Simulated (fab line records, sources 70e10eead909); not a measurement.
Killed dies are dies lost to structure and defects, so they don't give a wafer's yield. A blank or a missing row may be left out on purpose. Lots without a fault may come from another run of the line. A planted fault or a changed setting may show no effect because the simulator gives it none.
Chamber matching | flow nand_harc | NHARC_P_M1_DESCUM_14 on rie_diel-04: 4 sister chambers
The step chemistry O2, time 3 s. 4 wafers are shown with their chamber, then 8 later ones without.

WAFERS WITH THEIR CHAMBER
wafer  | chamber | drypump_motor_current_A (A)
L086.1 | 3       | 6.5
L086.4 | 1       | 6.1
L086.6 | 0       | 6.0
L088.2 | 2       | 5.1

WAFERS WITHOUT THEIR CHAMBER
wafer  | drypump_motor_current_A (A)
L088.3 | 6.0
L088.6 | 5.1
L090.1 | 6.0
L090.3 | 6.2
L090.6 | 6.5
L091.1 | 6.4
L091.4 | 5.1
L091.6 | 5.2

WHICH CHAMBER EACH WENT THROUGH
wafer  | from the rows above     | in truth
L088.3 | can't be placed: 0 or 1 | 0
L088.6 | 2                       | 2
L090.1 | can't be placed: 0 or 1 | 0
L090.3 | can't be placed: 1 or 0 | 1
L090.6 | 3                       | 3
L091.1 | 3                       | 3
L091.4 | 2                       | 2
L091.6 | 2                       | 2
Placed correctly: 5 of 8. Can't be placed from these rows: 3 (the true chamber is among the candidates in 3). Placed wrongly: 0.
How it was worked out, from the rows above alone: a wafer's distance from a chamber is the root of the sum, over the readings, of the square of ((its reading less the chamber's mean) divided by the reading's scatter). The wafer belongs to the nearest chamber; if the next one is less than 2 further off, it can't be placed. A chamber's mean is the mean of its shown wafers. The scatter: with one shown wafer a chamber, the root of the mean of the squares of how far each hidden wafer lies from its nearest shown one.
